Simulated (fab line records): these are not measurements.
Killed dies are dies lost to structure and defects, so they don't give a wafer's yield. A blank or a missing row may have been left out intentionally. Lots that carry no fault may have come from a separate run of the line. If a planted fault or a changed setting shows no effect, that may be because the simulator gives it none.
Which tool was responsible?	flow nand harc	6 lots with 18 wafers sampled at 2 steps, on a route of 1159 steps

## WHAT THE GAUGES SHOWED, per wafer
NHARC_A_BLC_INSPECT_28.
lot	measured	on	raw defect count
L606	day 17 16:20	defect inspect-01	466 472 661
L610	day 18 20:02	defect inspect-01	501 512 457
L614	day 20 03:16	defect inspect-02	397 816 486
L620	day 20 22:04	defect inspect-02	348 287 301
L625	day 21 22:14	defect inspect-02	496 597 644
L628	day 22 23:23	defect inspect-02	540 356 382

## TOOL THAT RAN EACH LOT (tool first, then ch and the chambers of the sampled wafers, then the start)
lot	NHARC_A_BLC_DEGAS_30
L606	pvd sputter-01, day 17 11:05
L610	pvd sputter-02, day 18 15:11
L614	pvd sputter-02, day 20 01:52
L620	pvd sputter-03, day 20 20:41
L625	pvd sputter-01, day 21 19:26
L628	pvd sputter-02, day 22 15:08
- NHARC_A_BLC_DEGAS_30: time 60 s.

## THE ANSWER, worked out from the rows above alone
Rule: the lots themselves supply what counts as usual. The widest of any qualifying gaps counts: lots, ordered by their means at a reading, are off when they make up no more than a third of the lots, leave a main group of 4 or more, and stand apart from it by 3 or more times the standard deviation of that group's means. If all means in a main group match to the digits the tables above print for the reading, that group is not used. Also off: a lot with no number at a reading for which 4 or more lots have one. All remaining lots with rows at the step are treated as sound.
No lot is off at any reading shown: from this, nothing can be told.

## WHAT HAD BEEN PUT IN BY THE SIMULATOR
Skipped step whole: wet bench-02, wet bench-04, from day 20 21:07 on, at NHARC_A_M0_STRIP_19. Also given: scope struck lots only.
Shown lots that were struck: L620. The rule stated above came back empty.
